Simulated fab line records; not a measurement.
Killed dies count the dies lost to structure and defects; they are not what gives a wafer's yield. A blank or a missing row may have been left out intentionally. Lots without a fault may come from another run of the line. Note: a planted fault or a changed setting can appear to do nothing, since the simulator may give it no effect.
fab line records	flow n5Finfet
record: lots: 7	wafers: 21
route steps=1938 shown BEOL_M6@1230 BEOL_M7@1289 BEOL_M8@1332
startH: hours from the record's first day to the start of the lot's first wafer shown	waitH: hours since the lot's step before	" unchanged from the row above	L1.1+2: a row that stands for several wafers	- no value present, or no start provided	* or withheld: withheld	< > ~ a bound
route shown NAME@n: names a module that has steps shown in the file, with the first one's number in the route	usual: mean/standard deviation of fault-free wafers	same: alike in all rows	chamber/n: place in a boat	sites: the reading at each site	_std_site: their standard deviation	_edge_site: the outer-site mean with the inner-site mean subtracted	radiusMm: for every site, how far away it sits from the centre of the wafer	mask NAME#n: copy n	behind: the most recent tool/chamber to have shaped the wafer	hold: why the lot was held/for how many hours/how that ended	device: the n, p or np transistor that did not switch	end of line: tests of these same wafers at the route's end	a step given without rows: its recipe and nothing more	killed: count of dies lost to structure and defects at first sort (not the wafer's yield)	map: per-die view of a wafer (x killed, . not killed, _ where there is no die)
set.NAME: the run value of the setting; set.NAME@STEP: its run value at that earlier step	model.NAME: the simulator's own value behind a step, which no gauge read
lots whose settings were changed on purpose; a table a step, a row a wafer
== steps ==
step: N5_BEOL_M6_DESCUM_33
recipe: chemistry: O2	timeS: 7	sourcePowerW: 50	biasPowerW: 20	pressureMtorr: 20	rfFrequencyHz: 2.712e+07	tempC: 40	resist: CAR-EUV	o2FlowSccm: 225
lot.wafer	tool	chamber	startH	waitH	set.timeS	model.CAR-EUV_of_BEOL_M6_COAT_22.thkNm
L075.2	rieDiel-06	2	220.92	0.0	7	26.2
L075.4	"	1	"	"	7	26
L075.5	"	3	"	"	5.516	26.8
L077.1+3	rieDiel-03	1,3	232.85	0.0	8.489	25.4
L077.2	"	0	"	"	7	26
L083.2+4+5	rieDiel-01	1,3,3	249.77	0.0	7	26.2
L080.1	rieDiel-03	1	255.89	0.1	5.488	26.8
L080.3+6	"	0,2	"	"	7	26.2
L085.3+6	rieDiel-01	1,0	280.97	0.1	7	26.2
L085.5	"	3	"	"	5.706	26.8
L090.2	rieDiel-01	1	293.12	0.0	7	26
L090.5+6	"	1,2	"	"	6.201	26.4
L091.2	rieDiel-03	2	316.87	0.0	7	25.8
L091.3+4	"	3,1	"	"	7	26
step: N5_BEOL_M6_TRENCH_ETCH_37
recipe: chemistry: C4F6/O2	targetDepthA: 944.35	target: SiCOH_lowk	timeS: 31.5	ionEnergyEv: 250	pressureMtorr: 30	sourceW: 345	biasW: 185	Ar_flow_sccm: 300	C4F6_flow_sccm: 10	O2_flow_sccm: 10
lot.wafer	tool	chamber	startH	waitH	set.timeS	model.BEOL_M6.featureDepthNm	model.etch.depthNm	model.TiN_of_BEOL_M6_HM_DEP_02.thkNm
L075.2	rieDiel-06	2	-	-	31.5	94	93.91	17
L075.4	"	1	"	"	31.5	95.2	95.29	17
L075.5	"	3	"	"	31.5	96	95.97	17
L077.1	rieDiel-03	1	-	-	31.5	93.4	93.46	17.4
L077.2	"	0	"	"	31.5	92.2	92.2	17.2
L077.3	"	3	"	"	31.5	91.2	91.22	17.4
L083.2	rieDiel-01	1	-	-	31.5	95.2	95.28	17.6
L083.4	"	3	"	"	31.5	95.6	95.57	17.6
L083.5	"	3	"	"	31.5	95.6	95.59	17.6
L080.1	rieDiel-03	1	-	-	31.5	94.2	94.15	17.6
L080.3	"	0	"	"	31.5	93.4	93.35	17.8
L080.6	"	2	"	"	31.5	93.6	93.69	17.6
L085.3	rieDiel-01	1	-	-	31.5	95.4	95.45	17.2
L085.5	"	3	"	"	31.5	95	94.99	17.2
L085.6	"	0	"	"	25.92	78	77.9	17.6
L090.2	rieDiel-01	1	-	-	37.81	114.6	114.5	17
L090.5	"	1	"	"	31.5	94.6	94.58	17.4
L090.6	"	2	"	"	31.5	93.2	93.3	17.4
L091.2	rieDiel-03	2	-	-	31.5	94.8	94.89	17.4
L091.3	"	3	"	"	31.5	94.6	94.62	17.4
L091.4	"	1	"	"	31.5	94	93.96	17.2
step: N5_BEOL_M6_ETCH_41
recipe: chemistry: CH3F/O2	target: SiCN	targetDepthA: 297	taperDeg: 2	timeS: 52	ionEnergyEv: 120	maskMaterial: TiN	pressureMtorr: 30	sourceW: 395	biasW: 75	Ar_flow_sccm: 150	CH3F_flow_sccm: 30	O2_flow_sccm: 20
step: N5_BEOL_M6_STRIP_80
recipe: chemistry: N2/H2	timeS: 10	powerW: 450	tempC: 40	pressureMtorr: 20	rfFrequencyHz: 6e+07	biasPowerW: 7	n2FlowSccm: 200	h2FlowSccm: 200
step: N5_BEOL_M6_OCD_MEAS_38
usual: trenchDepthNm: 94.5/1.2
lot.wafer	tool	chamber	startH	waitH	set.timeS@BEOL_M6_TRENCH_ETCH_37	trenchDepthNm
L075.2	ocd-02	-	221.35	-	31.5	93.7
L075.4	"	-	"	"	31.5	95.9
L075.5	"	-	"	"	31.5	95.7
L077.1	ocd-02	-	233.27	-	31.5	93.5
L077.2	"	-	"	"	31.5	92.3
L077.3	"	-	"	"	31.5	91.2
L083.2	ocd-01	-	250.20	-	31.5	95.3
L083.4	"	-	"	"	31.5	95.0
L083.5	"	-	"	"	31.5	95.4
L080.1	ocd-01	-	256.32	-	31.5	94.6
L080.3	"	-	"	"	31.5	93.3
L080.6	"	-	"	"	31.5	93.7
L085.3	ocd-01	-	281.40	-	31.5	96.0
L085.5	"	-	"	"	31.5	95.0
L085.6	"	-	"	"	25.92	78.1
L090.2	ocd-01	-	293.55	-	37.81	114.3
L090.5	"	-	"	"	31.5	94.3
L090.6	"	-	"	"	31.5	93.4
L091.2	ocd-01	-	317.30	-	31.5	94.7
L091.3	"	-	"	"	31.5	95.0
L091.4	"	-	"	"	31.5	94.5
step: N5_BEOL_M6_HM_STRIP_39
recipe: chemistry: peroxideTinStrip	material: TiN	targetDepthA: 250	tempC: 50	timeS: 158
step: N5_BEOL_M6_SRD_40
recipe: timeS: 30	tempC: 23	rinseLiquid: diw	dry: ipaMarangoni
step: N5_BEOL_M6_ECD_50
recipe: material: Cu	targetThkA: 3000
step: N5_BEOL_M6_ANNEAL_51
recipe: tempC: 225	timeS: 90	ambient: N2
step: N5_BEOL_M6_CMP_52
recipe: stopOn: SiCOH_lowk	tOverpolishS: 6.9	downForcePsi: 1	platenRpm: 50	clearingPlatenDownForcePsi: 1.5	clearingPlatenRpm: 50	postCmpClean: cuAlkaline	targetThkNm: 80	clearingPlatenPadVelocityMS: 0.99484	padVelocityMS: 0.99484
lot.wafer	tool	chamber	startH	waitH	set.timeS@BEOL_M6_TRENCH_ETCH_37	model.Cu_of_BEOL_M6_ECD_50.thkNm
L075.4	cmp-04	2	225.22	0.2	31.5	80
L075.2	"	0	"	"	31.5	79.2
L075.5	"	1	"	"	31.5	81.2
L077.3	cmp-03	1	235.71	0.2	31.5	76.2
L077.1	"	2	"	"	31.5	79.6
L077.2	"	3	"	"	31.5	77
L083.4	cmp-04	1	251.84	0.1	31.5	81.4
L083.2	"	2	"	"	31.5	80
L083.5	"	2	"	"	31.5	81
L080.3	cmp-04	0	259.82	0.2	31.5	80.2
L080.1+6	"	2,3	"	"	31.5	80.6
L085.3	cmp-04	1	285.62	0.3	31.5	80.8
L085.6	"	3	"	"	25.92	63.6
L085.5	"	0	"	"	31.5	80.4
L090.2	cmp-04	1	295.97	0.3	37.81	101.6
L090.5	"	3	"	"	31.5	82
L090.6	"	0	"	"	31.5	80.4
L091.2	cmp-03	0	319.93	0.2	31.5	80.4
L091.4	"	1	"	"	31.5	78.6
L091.3	"	2	"	"	31.5	80.8
step: N5_BEOL_M6_THK_MEAS_53
recipe: thkMeasGauge: xrf	reads: Cu_of_BEOL_M6_ECD_50
usual: M6_THK: 81.5/1.5
lot.wafer	tool	chamber	startH	waitH	set.timeS@BEOL_M6_TRENCH_ETCH_37	M6_THK[nm]
L075.2	filmMetro-02	-	225.47	-	31.5	79.6
L075.4	"	-	"	"	31.5	80.8
L075.5	"	-	"	"	31.5	82.3
L077.1	filmMetro-02	-	235.97	-	31.5	80.6
L077.2	"	-	"	"	31.5	77.5
L077.3	"	-	"	"	31.5	76.9
L083.2	filmMetro-02	-	252.13	-	31.5	81.2
L083.4	"	-	"	"	31.5	82.1
L083.5	"	-	"	"	31.5	81.6
L080.1	filmMetro-01	-	260.08	-	31.5	82.0
L080.3	"	-	"	"	31.5	81.1
L080.6	"	-	"	"	31.5	81.8
L085.3	filmMetro-02	-	285.84	-	31.5	81.5
L085.5	"	-	"	"	31.5	80.9
L085.6	"	-	"	"	25.92	64.3
L090.2	filmMetro-01	-	296.19	-	37.81	104.1
L090.5	"	-	"	"	31.5	83.5
L090.6	"	-	"	"	31.5	82.0
L091.2	filmMetro-02	-	320.18	-	31.5	81.3
L091.3	"	-	"	"	31.5	81.4
L091.4	"	-	"	"	31.5	79.3
step: N5_BEOL_M6_PRE_CLEAN_55
recipe: gas: NH3	timeS: 15	tempC: withheld	rfPowerW: 300
step: N5_BEOL_M6_DEP_56
recipe: material: SiCN	targetThkA: 100	tempC: withheld	precursor: 3MS/NH3	pressureTorr: 3	rfW: 202	timeS: 17.5
step: N5_BEOL_M6_RS_MEAS_57
recipe: thkMeasGauge: four-point-probe	reads: Cu_of_BEOL_M6_ECD_50+Co_of_BEOL_M6_CVD_78+TaN_of_BEOL_M6_ALD_77
usual: M6_RS: 0.284/0.0057
lot.wafer	tool	chamber	startH	waitH	set.timeS@BEOL_M6_TRENCH_ETCH_37	M6_RS[ohm/sq]
L075.2	filmMetro-01	-	225.60	0.1	31.5	0.289
L075.4	"	-	"	"	31.5	0.286
L075.5	"	-	"	"	31.5	0.281
L077.1	filmMetro-01	-	236.10	0.1	31.5	0.288
L077.2	"	-	"	"	31.5	0.299
L077.3	"	-	"	"	31.5	0.303
L083.2	filmMetro-01	-	252.27	0.1	31.5	0.286
L083.4	"	-	"	"	31.5	0.280
L083.5	"	-	"	"	31.5	0.281
L080.1	filmMetro-01	-	260.21	0.1	31.5	0.283
L080.3	"	-	"	"	31.5	0.285
L080.6	"	-	"	"	31.5	0.283
L085.3	filmMetro-02	-	285.98	0.1	31.5	0.282
L085.5	"	-	"	"	31.5	0.284
L085.6	"	-	"	"	25.92	0.375
L090.2	filmMetro-01	-	296.32	0.1	37.81	0.216
L090.5	"	-	"	"	31.5	0.278
L090.6	"	-	"	"	31.5	0.285
L091.2	filmMetro-02	-	320.32	0.1	31.5	0.284
L091.3	"	-	"	"	31.5	0.282
L091.4	"	-	"	"	31.5	0.291
step: N5_BEOL_M7_COAT_71
recipe: resist: underlayer	tempC: 205	timeS: 60	spinRpm: 1500	resistThkNm: 5
lot.wafer	tool	chamber	startH	waitH	set.spinRpm
L075.2+4	lithoTrack-02	0	-	-	1500
L075.5	"	0	"	"	1367
L077.1+2	lithoTrack-02	0	-	-	1500
L077.3	"	0	"	"	1399
L083.2+4+5	lithoTrack-02	0	-	-	1500
L080.1	lithoTrack-02	0	-	-	1631
L080.3+6	"	0	"	"	1500
L085.3	lithoTrack-04	0	-	-	1642
L085.5+6	"	0	"	"	1500
L090.2+6	lithoTrack-02	0	-	-	1500
L090.5	"	0	"	"	1548
L091.2+3+4	lithoTrack-01	0	-	-	1500
step: N5_BEOL_M7_DESCUM_33
recipe: chemistry: O2	timeS: 7	sourcePowerW: 50	biasPowerW: 20	pressureMtorr: 20	rfFrequencyHz: 2.712e+07	tempC: 40	resist: CAR-EUV	o2FlowSccm: 225
lot.wafer	tool	chamber	startH	waitH	set.timeS	model.CAR-EUV_of_BEOL_M7_COAT_22.thkNm
L075.2+5	rieDiel-02	0	230.17	0.3	7	26
L075.4	"	1	"	"	6.163	26.4
L077.1	rieDiel-02	3	243.30	0.0	7	26
L077.2	"	1	"	"	8.104	25.4
L077.3	"	2	"	"	8.104	25.6
L083.2	rieDiel-05	3	255.88	0.0	7	26.2
L083.4+5	"	1	"	"	7	26
L080.1+3	rieDiel-05	3,1	269.47	0.0	6.049	26.6
L080.6	"	3	"	"	6.049	26.4
L085.3	rieDiel-05	0	290.28	0.3	7	26.2
L085.5+6	"	1,0	"	"	7.59	25.8
L090.2+6	rieDiel-02	2,0	302.12	0.0	6.467	26.2
L090.5	"	3	"	"	7	26
L091.2+3	rieDiel-05	2,0	324.75	0.3	6.304	26.6
L091.4	"	3	"	"	7	26.2
step: N5_BEOL_M7_ETCH_72
recipe: chemistry: N2/H2	target: underlayer	targetDepthA: 65	maskMaterial: CAR-EUV	timeS: 5.2	ionEnergyEv: 200	pressureMtorr: 30	sourceW: 840	biasW: 150	n2FlowSccm: 200	h2FlowSccm: 200	ends: cleared
lot.wafer	tool	chamber	startH	waitH	set.spinRpm@BEOL_M7_COAT_71	set.timeS@BEOL_M7_DESCUM_33	model.CAR-EUV_of_BEOL_M7_COAT_22.thkNm	model.etch.depthNm
L075.2	rieDiel-02	0	230.20	0.0	1500	7	20.4	4.973
L075.4	"	1	"	"	1500	6.163	20.8	4.979
L075.5	"	0	"	"	1367	7	20	5.204
L077.1	rieDiel-02	3	243.34	0.0	1500	7	20.4	4.995
L077.2	"	1	"	"	1500	8.104	19.8	5.006
L077.3	"	2	"	"	1399	8.104	19.6	5.18
L083.2	rieDiel-05	3	255.92	0.0	1500	7	20.4	4.997
L083.4	"	1	"	"	1500	7	20.4	4.993
L083.5	"	1	"	"	1500	7	20.4	4.982
L080.1	rieDiel-05	3	269.51	0.0	1631	6.049	21.2	4.769
L080.3	"	1	"	"	1500	6.049	20.8	4.967
L080.6	"	3	"	"	1500	6.049	20.8	4.982
L085.3	rieDiel-05	0	290.32	0.0	1642	7	20.8	4.777
L085.5	"	1	"	"	1500	7.59	20	5.024
L085.6	"	0	"	"	1500	7.59	20.2	5.008
L090.2+6	rieDiel-02	2,0	302.15	0.0	1500	6.467	20.6	4.999
L090.5	"	3	"	"	1548	7	20.4	4.904
L091.2	rieDiel-05	2	324.79	0.0	1500	6.304	20.8	4.973
L091.3	"	0	"	"	1500	6.304	21	4.962
L091.4	"	3	"	"	1500	7	20.4	4.981
step: N5_BEOL_M7_ETCH_65
recipe: chemistry: CF4	target: SiARC	targetDepthA: 156	maskMaterial: CAR-EUV	timeS: 26	ionEnergyEv: 80	pressureMtorr: 40	sourceW: 545	biasW: 36	Ar_flow_sccm: 100	cf4FlowSccm: 100	ends: cleared
lot.wafer	tool	chamber	startH	waitH	set.timeS@BEOL_M7_DESCUM_33	model.CAR-EUV_of_BEOL_M7_COAT_22.thkNm
L075.2	rieDiel-02	0	230.22	0.0	7	11
L075.4	"	1	"	"	6.163	11.6
L075.5	"	0	"	"	7	10.8
L077.1	rieDiel-02	3	243.35	0.0	7	11.2
L077.2+3	"	1,2	"	"	8.104	10.6
L083.2+4+5	rieDiel-05	3,1,1	255.93	0.0	7	11.2
L080.1	rieDiel-05	3	269.53	0.0	6.049	12
L080.3	"	1	"	"	6.049	11.8
L080.6	"	3	"	"	6.049	11.6
L085.3	rieDiel-05	0	290.33	0.0	7	11.6
L085.5	"	1	"	"	7.59	10.8
L085.6	"	0	"	"	7.59	11
L090.2	rieDiel-02	2	302.17	0.0	6.467	11.4
L090.5	"	3	"	"	7	11.2
L090.6	"	0	"	"	6.467	11.2
L091.2	rieDiel-05	2	324.80	0.0	6.304	11.6
L091.3	"	0	"	"	6.304	11.8
L091.4	"	3	"	"	7	11.2
step: N5_BEOL_M8_ILD_DEP_00
recipe: material: SiCOH_lowk	targetThkA: 1797.5	tempC: 300	precursor: DEMS/porogen	pressureTorr: 5	rfW: 500	timeS: 33.4
lot.wafer	tool	chamber	startH	waitH	set.timeS	model.SiCOH_lowk_of_BEOL_M8_ILD_DEP_00.thkNm
L075.2	pecvd-03	2	234.47	0.0	37.07	198.4
L075.4	"	1	"	"	37.07	200.4
L075.5	"	2	"	"	37.07	201.8
L077.1	pecvd-03	0	246.19	0.0	33.4	181.2
L077.2	"	1	"	"	33.4	178.2
L077.3	"	2	"	"	33.4	180.6
L083.2	pecvd-04	0	258.61	0.0	33.4	177.4
L083.4	"	1	"	"	33.4	179
L083.5	"	0	"	"	33.4	179.2
L080.1	pecvd-04	2	272.59	0.0	33.4	175
L080.3	"	1	"	"	33.4	179
L080.6	"	1	"	"	33.4	177.6
L085.3	pecvd-02	0	294.84	0.1	33.4	181.4
L085.5	"	2	"	"	33.4	181.8
L085.6	"	0	"	"	33.4	180.8
L090.2	pecvd-03	0	305.47	0.0	33.4	177.6
L090.5	"	1	"	"	33.4	180
L090.6	"	0	"	"	33.4	181
L091.2	pecvd-03	1	328.24	0.0	33.4	178.8
L091.3	"	2	"	"	33.4	181
L091.4	"	0	"	"	33.4	182.6
step: N5_BEOL_M8_CURE_74
recipe: tempC: 385	timeS: 240	ambient: He/Ar	material: SiCOH_lowk
lot.wafer	tool	chamber	startH	waitH	set.timeS@BEOL_M8_ILD_DEP_00	model.SiCOH_lowk_of_BEOL_M8_ILD_DEP_00.thkNm
L075.2	uvCure-02	0	234.69	0.2	37.07	171.2
L075.4	"	0	"	"	37.07	173
L075.5	"	0	"	"	37.07	174.2
L077.1	uvCure-03	0	246.25	0.0	33.4	156.4
L077.2	"	0	"	"	33.4	153.6
L077.3	"	0	"	"	33.4	155.6
L083.2	uvCure-03	2	258.83	0.2	33.4	153
L083.4+5	"	2	"	"	33.4	154.4
L080.1	uvCure-02	2	272.68	0.1	33.4	151
L080.3	"	2	"	"	33.4	154.4
L080.6	"	2	"	"	33.4	153.2
L085.3	uvCure-01	0	295.06	0.2	33.4	156.4
L085.5	"	0	"	"	33.4	156.8
L085.6	"	0	"	"	33.4	156
L090.2	uvCure-03	1	305.62	0.1	33.4	153.2
L090.5	"	1	"	"	33.4	155.2
L090.6	"	1	"	"	33.4	156
L091.2	uvCure-03	2	328.38	0.1	33.4	154.2
L091.3	"	2	"	"	33.4	156
L091.4	"	2	"	"	33.4	157.6
step: N5_BEOL_M8_THK_MEAS_01
recipe: reads: SiCOH_lowk_of_BEOL_M8_ILD_DEP_00
usual: M8_ILD_THK: 154.9/1.8
lot.wafer	tool	chamber	startH	waitH	set.timeS@BEOL_M8_ILD_DEP_00	M8_ILD_THK[nm]
L075.2	filmMetro-02	-	235.53	0.7	37.07	171.3
L075.4	"	-	"	"	37.07	173.0
L075.5	"	-	"	"	37.07	174.1
L077.1	filmMetro-02	-	246.77	0.4	33.4	156.4
L077.2	"	-	"	"	33.4	153.6
L077.3	"	-	"	"	33.4	155.6
L083.2	filmMetro-02	-	259.66	0.7	33.4	153.0
L083.4	"	-	"	"	33.4	154.4
L083.5	"	-	"	"	33.4	154.5
L080.1	filmMetro-01	-	273.19	0.4	33.4	151.1
L080.3	"	-	"	"	33.4	154.4
L080.6	"	-	"	"	33.4	153.3
L085.3	filmMetro-01	-	295.43	0.3	33.4	156.7
L085.5	"	-	"	"	33.4	156.6
L085.6	"	-	"	"	33.4	155.9
L090.2	filmMetro-02	-	306.05	0.4	33.4	153.2
L090.5	"	-	"	"	33.4	155.2
L090.6	"	-	"	"	33.4	156.1
L091.2	filmMetro-01	-	328.81	0.4	33.4	154.3
L091.3	"	-	"	"	33.4	156.1
L091.4	"	-	"	"	33.4	157.4
== key ==
split: step: N5_BEOL_M6_DESCUM_33	setting: timeS	stated: 7	by: wafer
response: step: N5_BEOL_M6_DESCUM_33	reading: model.CAR-EUV_of_BEOL_M6_COAT_22.thkNm	change: -0.0305	per: 1%	r: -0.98
split: step: N5_BEOL_M6_TRENCH_ETCH_37	setting: timeS	stated: 31.5	by: wafer
response: step: N5_BEOL_M6_TRENCH_ETCH_37	reading: model.BEOL_M6.featureDepthNm	change: +1.01	per: 1%	r: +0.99
response: step: N5_BEOL_M6_TRENCH_ETCH_37	reading: model.etch.depthNm	change: +1.01	per: 1%	r: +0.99
response: step: N5_BEOL_M6_TRENCH_ETCH_37	reading: model.TiN_of_BEOL_M6_HM_DEP_02.thkNm	change: -0.0211	per: 1%	r: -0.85
response: step: N5_BEOL_M6_OCD_MEAS_38	reading: trenchDepthNm	change: +1	per: 1%	r: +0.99
response: step: N5_BEOL_M6_CMP_52	reading: model.Cu_of_BEOL_M6_ECD_50.thkNm	change: +0.993	per: 1%	r: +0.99
response: step: N5_BEOL_M6_THK_MEAS_53	reading: M6_THK	change: +1.02	per: 1%	r: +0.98
response: step: N5_BEOL_M6_RS_MEAS_57	reading: M6_RS	change: -0.00408	per: 1%	r: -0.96
split: step: N5_BEOL_M7_COAT_71	setting: spinRpm	stated: 1500	by: wafer
response: step: N5_BEOL_M7_ETCH_72	reading: model.etch.depthNm	change: -0.0253	per: 1%	r: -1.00
response: step: N5_BEOL_M7_ETCH_72	reading: model.CAR-EUV_of_BEOL_M7_COAT_22.thkNm	slope: +0.0395	per: 1%	togetherWith: timeS@BEOL_M7_DESCUM_33	explained: 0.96
split: step: N5_BEOL_M7_DESCUM_33	setting: timeS	stated: 7	by: wafer
response: step: N5_BEOL_M7_DESCUM_33	reading: model.CAR-EUV_of_BEOL_M7_COAT_22.thkNm	change: -0.0348	per: 1%	r: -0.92
response: step: N5_BEOL_M7_ETCH_72	reading: model.CAR-EUV_of_BEOL_M7_COAT_22.thkNm	change: -0.0494	per: 1%	r: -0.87
response: step: N5_BEOL_M7_ETCH_65	reading: model.CAR-EUV_of_BEOL_M7_COAT_22.thkNm	change: -0.0476	per: 1%	r: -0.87
split: step: N5_BEOL_M8_ILD_DEP_00	setting: timeS	stated: 33.4	by: lot
response: step: N5_BEOL_M8_ILD_DEP_00	reading: model.SiCOH_lowk_of_BEOL_M8_ILD_DEP_00.thkNm	change: +1.88	per: 1%	r: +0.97
response: step: N5_BEOL_M8_CURE_74	reading: model.SiCOH_lowk_of_BEOL_M8_ILD_DEP_00.thkNm	change: +1.63	per: 1%	r: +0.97
response: step: N5_BEOL_M8_THK_MEAS_01	reading: M8_ILD_THK	change: +1.63	per: 1%	r: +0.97
